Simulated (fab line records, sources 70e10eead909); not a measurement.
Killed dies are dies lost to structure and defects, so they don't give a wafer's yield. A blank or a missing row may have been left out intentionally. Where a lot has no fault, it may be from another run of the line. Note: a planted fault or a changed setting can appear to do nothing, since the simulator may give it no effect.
fab line records ; flow nand_harc
[record] lots = 4; wafers = 12; last_day = 34
route steps=1302 shown A_CHANNEL_HOLE_D2@570 END@1302
lots untouched by any fault: they come from a run of this same line in which no faults occurred
start_h: hours from the record's first day to the start of the lot's first wafer shown ; wait_h: hours from the lot's prior step to this one ; " same as the row above ; L1.1+2: a row that stands for several wafers ; - no value, or no start was given ; * or withheld: withheld ; < > ~ a bound
route shown NAME@n: names a module that has steps shown in the file, with the first one's number in the route ; usual: average and standard deviation across the fault-free wafers ; same: alike in all rows ; chamber/n: place in a boat ; sites: the reading at each site ; _std_site: the values' standard deviation ; _edge_site: outer sites' mean less inner sites' ; radius_mm: how far each site lies from the wafer's centre ; mask NAME#n: copy n ; behind: the last tool/chamber to shape the wafer ; hold: what put the lot on hold/how long, in hours/how the hold closed ; device: the n, p or np transistor that did not switch ; end of line: tests of these same wafers at the route's end ; step lacking rows: just its recipe ; killed: the dies lost at the first sort to structure and to defects; this is not the yield of the wafer ; map: a wafer's dies, x killed, . not, _ none there
set.NAME: the run value of the setting; set.NAME@STEP: its run value at that earlier step ; model.NAME: the simulator's own value behind a step, which no gauge read
certain route steps with their lots: each step a table, each wafer a row
services: from which hour (start_h, from the record's first day; less than 0 if before it) a tool's chamber was out of use, for how many hours, and why
[[steps]]
[step NHARC_A_CHANNEL_HOLE_D2_DEP_00]
[recipe] target_thk_a = 31000; temp_c = 400; material = aC
[step NHARC_A_CHANNEL_HOLE_D2_DEP_01]
[recipe] target_thk_a = 1400; target_thk_nm = 140; temp_c = 400; pressure_torr = 3.5; flow_sccm = 200; rf_w = 350; material = SiON
[step NHARC_A_CHANNEL_HOLE_D2_DEHYDRATE_02]
[recipe] temp_c = 150; time_s = 120
[step NHARC_A_CHANNEL_HOLE_D2_HMDS_03]
[recipe] time_s = 30
[step NHARC_A_CHANNEL_HOLE_D2_COAT_36]
[recipe] temp_c = 260; time_s = 75
[step NHARC_A_CHANNEL_HOLE_D2_COAT_37]
[recipe] temp_c = 225; time_s = 65
[step NHARC_A_CHANNEL_HOLE_D2_COAT_04]
[recipe] spin_rpm = 1500; resist_thk_nm = 90
[step NHARC_A_CHANNEL_HOLE_D2_SOFTBAKE_05]
[recipe] temp_c = 105; time_s = 55
[step NHARC_A_CHANNEL_HOLE_D2_EBR_06]
[step NHARC_A_CHANNEL_HOLE_D2_EXPOSE_07]
[recipe] na = 1.35; target_cd_nm = 100; sigma_outer = 0.3; dose_mj = 59.65; mask_id = HOLE_D2
[usual] exposure_dose_mJ_cm2 = 59.65/0.064
[same] sigma_outer = 0.3
lot.wafer;tool;chamber;start_h;wait_h;mask;exposure_dose_mJ_cm2
L854.1;arfi_scanner-02;0;395.14;-;HOLE_D2#0;59.67
L854.3;arfi_scanner-02;0;395.14;-;HOLE_D2#0;59.63
L854.5;arfi_scanner-02;0;395.14;-;HOLE_D2#0;59.64
L863.1;arfi_scanner-02;0;478.43;-;HOLE_D2#0;57.01
L863.2;arfi_scanner-02;0;478.43;-;HOLE_D2#0;56.97
L863.4;arfi_scanner-02;0;478.43;-;HOLE_D2#0;57.06
L862.2;arfi_scanner-02;0;479.89;-;HOLE_D2#0;57.54
L862.4;arfi_scanner-02;0;479.89;-;HOLE_D2#0;57.41
L862.6;arfi_scanner-02;0;479.89;-;HOLE_D2#0;57.44
L865.1;arfi_scanner-01;0;513.96;-;HOLE_D2#0;59.53
L865.2;arfi_scanner-01;0;513.96;-;HOLE_D2#0;59.65
L865.4;arfi_scanner-01;0;513.96;-;HOLE_D2#0;59.71
[step NHARC_A_CHANNEL_HOLE_D2_PEB_08]
[recipe] peb_temp_c = 100; peb_time_s = 65
[step NHARC_A_CHANNEL_HOLE_D2_DEVELOP_09]
[recipe] develop_time_s = 35; dev_temp_c = 23
[step NHARC_A_CHANNEL_HOLE_D2_CD_MEAS_10]
[recipe] target_cd_nm = 100; landing_energy_ev = 500
[usual] cd_nm = 99.9/0.53
lot.wafer;tool;chamber;start_h;wait_h;hold;cd_nm
L854.1;cd_sem-01;0;395.28;-;-;100.3
L854.3;cd_sem-01;0;395.28;-;-;99.8
L854.5;cd_sem-01;0;395.28;-;-;99.3
L863.1;cd_sem-03;0;478.57;-;await_dispo/0.2h/release;98.0
L863.2;cd_sem-03;0;478.57;-;await_dispo/0.2h/release;97.6
L863.4;cd_sem-03;0;478.57;-;await_dispo/0.2h/release;98.4
L863.1;cd_sem-03;0;-;-;-;97.9
L863.2;cd_sem-03;0;-;-;-;97.8
L863.4;cd_sem-03;0;-;-;-;98.2
L862.2;cd_sem-02;0;480.03;-;await_dispo/0.2h/release;98.4
L862.4;cd_sem-02;0;480.03;-;await_dispo/0.2h/release;98.1
L862.6;cd_sem-02;0;480.03;-;await_dispo/0.2h/release;97.2
L862.2;cd_sem-02;0;-;-;-;98.4
L862.4;cd_sem-02;0;-;-;-;98.3
L862.6;cd_sem-02;0;-;-;-;97.4
L865.1;cd_sem-03;0;514.10;-;-;100.2
L865.2;cd_sem-03;0;514.10;-;-;100.0
L865.4;cd_sem-03;0;514.10;-;-;99.7
[step NHARC_A_CHANNEL_HOLE_D2_OVL_MEAS_11]
[usual] overlay_x_nm = 0.0/0.79; overlay_y_nm = 0.0/0.84
lot.wafer;tool;chamber;start_h;wait_h;hold;overlay_x_nm;overlay_y_nm
L854.1;overlay-02;-;395.37;-;-;-0.1;-0.7
L854.3;overlay-02;-;395.37;-;-;-0.2;-0.5
L854.5;overlay-02;-;395.37;-;-;-0.3;-0.4
L863.1;overlay-02;-;478.85;-;-;1.0;-0.7
L863.2;overlay-02;-;478.85;-;-;0.7;-0.8
L863.4;overlay-02;-;478.85;-;-;1.1;-0.9
L862.2;overlay-01;-;483.11;-;await_dispo/2.8h/release;0.5;1.2
L862.4;overlay-01;-;483.11;-;await_dispo/2.8h/release;0.3;1.1
L862.6;overlay-01;-;483.11;-;await_dispo/2.8h/release;0.1;1.1
L865.1;overlay-01;-;514.19;-;-;0.6;0.6
L865.2;overlay-01;-;514.19;-;-;0.6;0.8
L865.4;overlay-01;-;514.19;-;-;0.4;0.8
[step NHARC_A_CHANNEL_HOLE_D2_DESCUM_15]
[recipe] time_s = 3; o2_flow_sccm = 200; ar_flow_sccm = 0; bias_power_w = 0; chemistry = O2
[usual] drypump_motor_current_A = 5.7/0.44; o2_flow_sccm = 200.0/0.59; oes_product_au = 1.002/0.011; rf_vpp_V = 57.9/0.84; showerhead_plenum_p_Torr = 1.96/0.079; throttle_valve_pct = 11.311/0.0099
lot.wafer;tool;chamber;start_h;wait_h;drypump_motor_current_A;o2_flow_sccm;oes_product_au;rf_hours_counter_h;rf_vpp_V;showerhead_plenum_p_Torr;throttle_valve_pct;model.A_CHANNEL_HOLE_D2.cd_nm
L854.1;rie_diel-10;1;395.46;0.1;6.0;200.0;1.004;7;56.6;1.86;11.322;100.9
L854.3;rie_diel-10;3;395.46;0.1;5.9;200.3;1.006;8;57.6;2.01;11.290;100.2
L854.5;rie_diel-10;1;395.46;0.1;6.0;200.1;1.005;-;57.1;1.86;11.307;99.94
L863.4;rie_diel-10;0;478.94;0.1;6.4;200.0;1.018;4;57.9;1.98;11.298;98.48
L863.2;rie_diel-10;2;478.94;0.1;5.7;200.1;1.005;4;57.6;1.78;11.321;97.55
L863.1;rie_diel-10;3;478.94;0.1;5.9;199.8;0.998;4;58.5;2.01;11.303;97.53
L862.2;rie_diel-11;1;483.22;0.1;4.7;200.1;0.991;2;58.2;1.89;11.304;99.16
L862.4;rie_diel-11;0;483.22;0.1;5.5;200.4;0.993;2;58.6;1.97;11.312;98.03
L862.6;rie_diel-11;1;483.22;0.1;4.7;199.9;0.999;-;57.8;1.89;11.320;98.01
L865.4;rie_diel-06;1;514.29;0.1;5.5;199.4;0.984;0;57.7;2.00;11.319;99.64
L865.1;rie_diel-06;2;514.29;0.1;5.9;200.1;0.998;0;57.7;1.89;11.306;99.48
L865.2;rie_diel-06;3;514.29;0.1;5.3;200.6;0.971;0;59.5;1.98;11.312;101.1
[step NHARC_A_CHANNEL_HOLE_D2_ETCH_38]
[recipe] target_depth_a = 390; over_etch_frac = 0.3; time_s = 65; ion_energy_ev = 80; cf4_flow_sccm = 150; ar_flow_sccm = 0; rf_w = 300; bias_w = 100; chemistry = CF4
[step NHARC_A_CHANNEL_HOLE_D2_ETCH_39]
[recipe] target_depth_a = 2600; over_etch_frac = 0.3; time_s = 325; ion_energy_ev = 200; n2_flow_sccm = 150; h2_flow_sccm = 150; ar_flow_sccm = 0; rf_w = 400; bias_w = 150; chemistry = N2/H2
[step NHARC_A_CHANNEL_HOLE_D2_ETCH_34]
[recipe] target_depth_a = 1540; time_s = 77; cf4_flow_sccm = 100; chf3_flow_sccm = 30; ar_flow_sccm = 0; rf_w = 500; bias_w = 200; chemistry = CF4/CHF3
[step NHARC_A_CHANNEL_HOLE_D2_ETCH_16]
[recipe] target_depth_a = 31000; over_etch_frac = 0.3; time_s = 806; ion_energy_ev = 150; o2_flow_sccm = 400; cos_flow_sccm = 20; ar_flow_sccm = 0; rf_w = 500; bias_w = 300; chemistry = O2/COS
[step NHARC_A_CHANNEL_HOLE_D2_ETCH_19]
[recipe] bias_v = 1200; source_w = 2500; pressure_mtorr = 15; time_s = 34.5; ar_flow_sccm = 375; c4f8_flow_sccm = 28.8; o2_flow_sccm = 96.2; temp_c = -20; target_depth_a = *; chemistry = C4F8/O2/Ar
[step NHARC_A_CHANNEL_HOLE_D2_ETCH_20]
[recipe] bias_v = 3000; source_w = withheld; pressure_mtorr = 20; time_s = 361.9; ar_flow_sccm = 375; c4f8_flow_sccm = 89.3; o2_flow_sccm = 35.7; temp_c = -20; target_depth_a = 16000; chemistry = C4F8/O2/Ar
[step NHARC_A_CHANNEL_HOLE_D2_ETCH_21]
[recipe] bias_v = 3000; source_w = withheld; pressure_mtorr = 20; time_s = 514.3; ar_flow_sccm = 375; c4f8_flow_sccm = 89.3; o2_flow_sccm = 35.7; temp_c = -20; target_depth_a = 16000; chemistry = C4F8/O2/Ar
[step NHARC_A_CHANNEL_HOLE_D2_ETCH_22]
[recipe] bias_v = 3000; source_w = withheld; pressure_mtorr = 20; time_s = 666.7; ar_flow_sccm = 375; c4f8_flow_sccm = 89.3; o2_flow_sccm = 35.7; temp_c = -20; target_depth_a = 16000; chemistry = C4F8/O2/Ar
[step NHARC_A_CHANNEL_HOLE_D2_ETCH_23]
[recipe] bias_v = 5000; source_w = withheld; pressure_mtorr = 20; time_s = 819; ar_flow_sccm = 375; c4f8_flow_sccm = 89.3; o2_flow_sccm = 35.7; temp_c = -20; target_depth_a = 16000; chemistry = C4F8/O2/Ar
[step NHARC_A_CHANNEL_HOLE_D2_ETCH_24]
[recipe] bias_v = 5000; source_w = withheld; pressure_mtorr = 20; time_s = 906.2; ar_flow_sccm = 375; c4f8_flow_sccm = 93.8; o2_flow_sccm = 31.2; temp_c = -20; target_depth_a = 15000; chemistry = C4F8/O2/Ar
[step NHARC_A_CHANNEL_HOLE_D2_ETCH_25]
[recipe] bias_v = 5000; source_w = withheld; pressure_mtorr = 20; time_s = 1040.2; ar_flow_sccm = 375; c4f8_flow_sccm = 93.8; o2_flow_sccm = 31.2; temp_c = -20; target_depth_a = 15000; chemistry = C4F8/O2/Ar
[step NHARC_A_CHANNEL_HOLE_D2_ETCH_26]
[recipe] bias_v = 300; source_w = 2000; pressure_mtorr = 30; time_s = 224.1; ar_flow_sccm = 375; c4f8_flow_sccm = 11.4; o2_flow_sccm = 113.6; temp_c = -20; target_depth_a = 3000; chemistry = C4F8/O2/Ar
[step NHARC_A_CHANNEL_HOLE_D2_ETCH_27]
[recipe] bias_v = 400; source_w = 2000; pressure_mtorr = 25; time_s = 90; ar_flow_sccm = 375; c4f8_flow_sccm = 41.7; o2_flow_sccm = 83.3; temp_c = -20; target_depth_a = 4000; chemistry = C4F8/O2/Ar
[step NHARC_A_CHANNEL_HOLE_D2_STRIP_41]
[recipe] n2_flow_sccm = 150; h2_flow_sccm = 150; ar_flow_sccm = 0; bias_w = 0; chemistry = N2/H2
[step NHARC_A_CHANNEL_HOLE_D2_STRIP_42]
[recipe] cf4_flow_sccm = 100; chf3_flow_sccm = 30; ar_flow_sccm = 0; bias_w = 0; chemistry = CF4/CHF3
[step NHARC_A_CHANNEL_HOLE_D2_STRIP_43]
[recipe] o2_flow_sccm = 400; cos_flow_sccm = 20; ar_flow_sccm = 0; bias_w = 0; chemistry = O2/COS
[step NHARC_A_CHANNEL_HOLE_D2_ETCH_44]
[recipe] target_depth_a = 1400; overetch_a = 140; time_s = 77; ion_energy_ev = 100; cf4_flow_sccm = 80; o2_flow_sccm = 20; ar_flow_sccm = 0; rf_w = 300; bias_w = 100; chemistry = CF4/O2
[usual] cf4_flow_sccm = 80.00/0.25; drypump_motor_current_A = 5.7/0.46; o2_flow_sccm = 20.00/0.055; oes_o_777_au = 1.000/0.0048; oes_product_au = 1.002/0.011; rf_vpp_V = 198.3/1.4; showerhead_plenum_p_Torr = 1.36/0.054; throttle_valve_pct = 13.396/0.0094
lot.wafer;tool;chamber;start_h;wait_h;cf4_flow_sccm;drypump_motor_current_A;o2_flow_sccm;oes_o_777_au;oes_product_au;rf_hours_counter_h;rf_vpp_V;showerhead_plenum_p_Torr;throttle_valve_pct;model.A_CHANNEL_HOLE_D2.cd_nm
L854.1;rie_diel-06;0;408.75;0.1;80.33;5.3;20.07;0.994;1.008;8.2;200.1;1.38;13.404;90.22
L854.3;rie_diel-06;1;408.75;0.1;80.49;5.5;20.00;0.998;1.001;8.2;198.5;1.40;13.397;88.56
L854.5;rie_diel-06;2;408.75;0.1;79.50;5.9;19.89;1.002;1.004;-;195.5;1.32;13.400;90.77
L863.2;rie_diel-11;2;484.88;0.1;79.73;6.1;19.95;0.995;1.010;1.7;201.0;1.42;13.389;87.78
L863.1;rie_diel-11;3;484.88;0.1;80.14;5.6;19.98;1.010;1.005;2.0;199.8;1.43;13.387;88.87
L863.4;rie_diel-11;1;484.88;0.1;79.95;4.7;20.00;0.996;0.983;2.2;199.1;1.32;13.396;89.39
L862.2;rie_diel-10;3;489.16;0.1;79.61;5.9;20.04;1.001;1.012;5.0;199.0;1.40;13.392;87.14
L862.4;rie_diel-10;0;489.16;0.1;79.62;6.5;19.91;0.998;1.004;5.7;198.2;1.38;13.384;89.1
L862.6;rie_diel-10;3;489.16;0.1;80.08;5.9;20.00;1.001;1.005;-;199.4;1.40;13.422;87.03
L865.2;rie_diel-11;1;520.20;0.1;79.74;4.7;19.98;0.999;0.996;4.0;197.3;1.32;13.400;91.4
L865.4;rie_diel-11;2;520.20;0.1;80.35;6.1;20.00;0.998;1.016;4.1;198.6;1.42;13.402;89.72
L865.1;rie_diel-11;3;520.20;0.1;80.04;5.6;20.05;1.003;1.002;4.4;200.5;1.43;13.382;89.89
[step NHARC_A_CHANNEL_HOLE_D2_STRIP_28]
[recipe] o2_flow_sccm = 500; ar_flow_sccm = 0; bias_w = 0; chemistry = O2
[step NHARC_END_SORT_01]
[recipe] temp_c = 25
[usual] killed_at_array = 62/22; killed_at_other = 1.0/1.4; killed_at_periphery = 4.2/2.8; killed_dies = 67/23; killed_open = 3.1/1.7; killed_short = 2.1/1.5
[same] gross_dies = 677
lot.wafer;tool;chamber;start_h;wait_h;killed_at_array;killed_at_other;killed_at_periphery;killed_dies;killed_open;killed_short
L854.1;prober-02;0;661.64;2.5;62;0;3;65;1;1
L854.3;prober-02;0;663.25;3.1;55;0;2;57;2;3
L854.5;prober-02;0;664.85;3.7;61;2;2;65;4;2
L862.2;prober-01;0;749.40;2.8;110;0;9;119;2;2
L862.4;prober-01;0;750.98;3.4;104;0;8;112;3;1
L862.6;prober-01;0;752.56;4.0;85;0;10;95;1;1
L863.1;prober-02;0;773.93;2.5;52;1;3;56;4;4
L863.2;prober-02;0;774.72;2.8;47;5;6;58;5;4
L863.4;prober-02;0;776.30;3.4;65;3;5;73;4;2
L865.1;prober-01;0;824.09;2.5;28;0;3;31;2;0
L865.2;prober-01;0;824.90;2.8;41;0;2;43;4;2
L865.4;prober-01;0;826.53;3.5;47;1;2;50;4;2
// killed by level:class
L854.1 A_CHANNEL_HOLE_D1:chamber_film_flake=30 A_CHANNEL_HOLE_D2:chamber_film_flake=21 A_CONTACT:chamber_film_flake=6 A_DECK1_JOINT:chamber_film_flake=2 P_CONTACT:geometric_particle:open=1 A_WL_FILL:geometric_particle:short=1 P_STI:chamber_film_flake=1 P_CONTACT:chamber_film_flake=1
L854.3 A_CHANNEL_HOLE_D1:chamber_film_flake=24 A_CHANNEL_HOLE_D2:chamber_film_flake=18 A_CONTACT:chamber_film_flake=4 A_DECK1_JOINT:chamber_film_flake=2 A_WL_FILL:chamber_film_flake=2 A_DECK1_JOINT:geometric_particle:short=1 A_ONON_D2:geometric_particle:short=1 A_CHANNEL_HOLE_D2:geometric_particle:open=1
L854.5 A_CHANNEL_HOLE_D1:chamber_film_flake=30 A_CHANNEL_HOLE_D2:chamber_film_flake=13 A_STAIRCASE:chamber_film_flake=4 A_CONTACT:chamber_film_flake=4 A_M1:chamber_film_flake=2 THIN_TSV:chamber_film_flake=2 P_M1:geometric_particle:open=1 A_CHANNEL_FILL_D1:geometric_particle:short=1
L862.2 A_SLIT:chamber_film_flake=32 A_CHANNEL_HOLE_D1:chamber_film_flake=28 A_CHANNEL_HOLE_D2:chamber_film_flake=28 A_STAIRCASE:chamber_film_flake=12 A_CONTACT:chamber_film_flake=5 P_STI:chamber_film_flake=3 P_M2:chamber_film_flake=2 P_CONTACT:geometric_particle:open=1
L862.4 A_CHANNEL_HOLE_D1:chamber_film_flake=32 A_SLIT:chamber_film_flake=24 A_CHANNEL_HOLE_D2:chamber_film_flake=22 A_CONTACT:chamber_film_flake=12 A_STAIRCASE:chamber_film_flake=9 P_M2:chamber_film_flake=3 A_CONTACT:geometric_particle:open=2 P_STI:chamber_film_flake=2
L862.6 A_CHANNEL_HOLE_D1:chamber_film_flake=26 A_SLIT:chamber_film_flake=25 A_CHANNEL_HOLE_D2:chamber_film_flake=21 A_STAIRCASE:chamber_film_flake=7 P_STI:chamber_film_flake=4 A_CONTACT:chamber_film_flake=4 P_ZERO_WELL:chamber_film_flake=3 P_M2:chamber_film_flake=3
L863.1 A_CHANNEL_HOLE_D2:chamber_film_flake=19 A_CHANNEL_HOLE_D1:chamber_film_flake=12 A_SLIT:chamber_film_flake=8 A_ZERO_WELL:chamber_film_flake=2 A_CHANNEL_FILL_D1:chamber_film_flake=2 A_DECK1_JOINT:chamber_film_flake=2 P_CONTACT:geometric_particle:open=1 P_CONTACT:geometric_particle:short=1
L863.2 A_CHANNEL_HOLE_D2:chamber_film_flake=15 A_CHANNEL_HOLE_D1:chamber_film_flake=11 THIN_TSV:chamber_film_flake=5 A_ZERO_WELL:chamber_film_flake=4 A_STAIRCASE:chamber_film_flake=3 A_SLIT:chamber_film_flake=3 P_STI:chamber_film_flake=2 A_CHANNEL_FILL_D1:chamber_film_flake=2
L863.4 A_CHANNEL_HOLE_D2:chamber_film_flake=28 A_CHANNEL_HOLE_D1:chamber_film_flake=15 A_SLIT:chamber_film_flake=7 A_ZERO_WELL:chamber_film_flake=3 A_STAIRCASE:chamber_film_flake=3 A_M0:geometric_particle:open=2 P_GATE:chamber_film_flake=2 A_DECK1_JOINT:chamber_film_flake=2
L865.1 A_CHANNEL_HOLE_D1:chamber_film_flake=15 A_SLIT:chamber_film_flake=6 P_ZERO_WELL:chamber_film_flake=2 A_WL_FILL:geometric_particle:open=1 A_M0:geometric_particle:open=1 P_STI:chamber_film_flake=1 A_CHANNEL_FILL_D1:chamber_film_flake=1 A_CHANNEL_FILL_D2:chamber_film_flake=1
L865.2 A_CHANNEL_HOLE_D1:chamber_film_flake=17 A_SLIT:chamber_film_flake=7 A_CHANNEL_FILL_D2:chamber_film_flake=6 A_M0:chamber_film_flake=5 P_M0:geometric_particle:open=1 A_CHANNEL_HOLE_D1:geometric_particle:open=1 A_CHANNEL_HOLE_D1:geometric_particle:short=1 A_CHANNEL_HOLE_D2:geometric_particle:open=1
L865.4 A_CHANNEL_HOLE_D1:chamber_film_flake=22 A_SLIT:chamber_film_flake=11 P_ZERO_WELL:chamber_film_flake=2 A_STAIRCASE:chamber_film_flake=2 A_CONTACT:chamber_film_flake=2 A_M0:chamber_film_flake=2 A_CHANNEL_FILL_D1:geometric_particle:short=1 A_ONON_D2:geometric_particle:open=1
[[services]]
tool;chamber;start_h;hours;kind
rie_diel-10;0;374.56;-;clean
rie_diel-10;1;374.56;-;clean
rie_diel-10;2;374.56;-;clean
rie_diel-10;3;374.56;-;clean
rie_diel-11;0;387.00;-;clean
rie_diel-11;1;387.00;-;clean
rie_diel-11;2;387.00;-;clean
arfi_scanner-02;-;390.19;0.2;repair
rie_diel-10;2;395.77;8.6;repair
rie_diel-10;3;403.18;6.8;repair
rie_diel-10;-;419.52;9.0;pm
arfi_scanner-01;-;424.00;4.0;pm
arfi_scanner-02;-;429.06;3.6;repair
rie_diel-11;1;432.41;6.0;repair
rie_diel-11;-;432.50;9.0;pm
rie_diel-10;-;437.99;0.3;repair
rie_diel-11;-;446.21;0.2;repair
arfi_scanner-02;-;457.47;2.6;repair
arfi_scanner-01;-;473.86;1.2;repair
rie_diel-06;-;484.21;9.0;pm
arfi_scanner-02;-;486.95;4.0;pm
rie_diel-11;-;508.27;0.3;repair
rie_diel-10;-;510.61;0.5;repair
rie_diel-10;3;517.12;12.5;repair
[[key]]
[first_sign] step = NHARC_A_CHANNEL_HOLE_D2_EXPOSE_07; reading = exposure_dose_mJ_cm2; direction = down; sigmas = 38; usual = 59.65; struck = 57.24
[effect] step = NHARC_A_CHANNEL_HOLE_D2_CD_MEAS_10; reading = visit; direction = added; through = control_loop
[model_effect] step = NHARC_A_CHANNEL_HOLE_D2_DESCUM_15; value = A_CHANNEL_HOLE_D2.cd_nm; without = 100.1; struck = 98.13
[model_effect] step = NHARC_A_CHANNEL_HOLE_D2_ETCH_44; value = A_CHANNEL_HOLE_D2.cd_nm; without = 90.2; struck = 88.22
met_at NHARC_A_CHANNEL_HOLE_D2_EXPOSE_07
struck_wafers L862.2,L862.4,L862.6,L863.1,L863.2,L863.4
tester_left_out L862,L863
[loop_trim] step = NHARC_A_CHANNEL_HOLE_D2_EXPOSE_07; setting = dose; lots = L862
onset_between 395.14 478.43
[fault] kind = process_parameter_drift; tool = arfi_scanner-02; chamber = -; onset_h = 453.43; steps = NHARC_A_CHANNEL_HOLE_D2_EXPOSE_07; channel = dose_mj; offset = -2.6854; shape = step; acts_in = these_recipes_only; stated = 59.65
// tester_left_out: of these lots the tester's yield and bins aren't shown, on N5 and GAA mostly nor the transistor test; their killed dies are dies lost to structure and defects alone, not to doping, threshold or leakage, so they don't give the yield
// loop_trim: a control loop set the setting to another value than it would have without faults
